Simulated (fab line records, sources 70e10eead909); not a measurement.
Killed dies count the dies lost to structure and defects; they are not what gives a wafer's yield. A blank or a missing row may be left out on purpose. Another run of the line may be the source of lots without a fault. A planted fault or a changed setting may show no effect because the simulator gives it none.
Struck lot and sound lot, side by side | flow nand harc | 25 steps out of a route of 1302
Sound: wafers L776.4, L776.5, L776.6. Wafers struck: L771.1, L771.2, L771.3. At the end, the cause is stated.
For every step that has rows: the tool of each side, followed by ch and its chambers, followed by its first start. Under that, the readings that differ: sound wafers | struck wafers | difference of the means | sigmas: that difference in standard deviations of wafers without a fault.
alike: words and numbers the same on both sides, and readings whose means are apart by under 2 such deviations; not compared: readings that were withheld, readings missing a value for some wafer, numbers with overlapping values and no deviation given by the record, and bounds like >300 which may hide the same value.
A row with sigmas, a row that says differs or no value, or rows on one side alone: a step with any of these is where the two part. When numbers do not overlap yet have no deviation, they are printed without sigmas and do not part them. A reading that every wafer of one side lacks parts them only if that side has two wafers or more.

first, 1 step without rows for these wafers: NHARC_A_BLC_STRIP_29 (strips in CF4).
NHARC_A_BLC_STRIP_21: strips in O2.
  sound on rie diel-04 ch 1,2, day 30 07:44; struck on rie diel-04 ch 0,1,2, day 29 00:04
  alike: drypump motor current A, oes product au, rf vpp V, showerhead plenum p Torr, throttle valve pct
  not compared: rf hours counter h
then, 1 step without rows for these wafers: NHARC_A_BLC_STRIP_22 (strips in post etch residue remover, time 600 s).
NHARC_A_BLC_DEGAS_30: time 60 s.
  sound on pvd sputter-01, day 30 08:10; struck on pvd sputter-01, day 29 00:29
  alike: heater power w
then, 2 steps without rows for these wafers: NHARC_A_BLC_PRE_CLEAN_31 (time 15 s); NHARC_A_BLC_PVD_32 (deposits Ti, target thk 5 nm, time 17.7 s).
NHARC_A_BLC_ALD_23: deposits TiN, target thk 3 nm, pulse time 1 s, ald cycles 150.
  sound on ald metal-04 ch 0,1,2, day 30 08:28; struck on ald metal-04 ch 0,1,3, day 29 00:45
  alike: heater power w, precursor pulse height rel
NHARC_A_BLC_CVD_24: deposits W, target thk 150 nm, time 434 s.
  sound: cvd w-02 ch 0,1; struck: cvd w-01 ch 0,1
  alike: heater power w, throttle valve pct
NHARC_A_BLC_CMP_25: polishes, t overpolish 30 s, target thk 150 nm.
  sound on cmp-03 ch 2,3, day 30 09:09; struck on cmp-04 ch 0,2,3, day 29 01:28
  alike: motor current A, overpolish run s, time to endpoint s
next, for these wafers, 1 step has no rows: NHARC_A_BLC_SRD_27.
NHARC_A_BLC_INSPECT_28:
  sound on defect inspect-01, day 30 09:33; struck on defect inspect-01, day 29 01:52
  alike: raw defect count
NHARC_A_M0_DEP_00: deposits SiOC, target thk 150 nm.
  sound on pecvd-04 ch 0,1,2, day 30 09:45; struck on pecvd-02 ch 0,1,2, day 29 01:58
then, 9 steps without rows for these wafers: NHARC_A_M0_DEHYDRATE_01 (time 120 s); NHARC_A_M0_HMDS_02 (time 30 s); NHARC_A_M0_COAT_33 (time 65 s); NHARC_A_M0_COAT_03 (resist thk 90 nm); NHARC_A_M0_SOFTBAKE_04 (time 55 s); NHARC_A_M0_EBR_05; NHARC_A_M0_EXPOSE_06 (exposes mask A M0, target cd 80 nm); NHARC_A_M0_PEB_07 (peb time 65 s); NHARC_A_M0_DEVELOP_08 (develop time 35 s).
NHARC_A_M0_CD_MEAS_09 targets a cd of 80 nm.
  sound on cd sem-03 ch 0, day 30 10:20; struck on cd sem-03 ch 0, day 29 02:40
  alike: cd nm
NHARC_A_M0_OVL_MEAS_10: pitch 160 nm.
  sound on overlay-01, day 30 10:25; struck on overlay-01, day 29 02:46
  alike: overlay x nm, overlay y nm
NHARC_A_M0_INSPECT_11:
  sound on defect inspect-01, day 30 10:27; struck on defect inspect-02, day 29 02:58
  reading          | sound    | struck      | difference | sigmas
  raw defect count | 74 83 69 | 465 459 480 | +393       | +10
  not compared: hold
-- record jumps: 2 days between struck wafers' starts before vs after; left off in module A_M0, resumes in module END, first step shown is number 1302 of the route --
NHARC_END_SORT_01:
  sound on prober-02 ch 0, day 32 03:39; struck on prober-02 ch 0, day 31 06:45
  reading                  | sound          | struck         | difference | sigmas
  defect limited yield (%) | 91.3 91.0 91.0 | 83.0 81.2 82.1 | -9.0       | -3
  killed at array          | 55 57 56       | 109 124 119    | +61        | +3
  killed dies              | 59 61 61       | 115 127 121    | +61        | +3
  alike: killed at other, killed at periphery, killed open, killed short

## WHERE THEY PART
At NHARC_A_M0_INSPECT_11 first; at NHARC_END_SORT_01 last (within this record only).

WHY: whatever the simulator had introduced
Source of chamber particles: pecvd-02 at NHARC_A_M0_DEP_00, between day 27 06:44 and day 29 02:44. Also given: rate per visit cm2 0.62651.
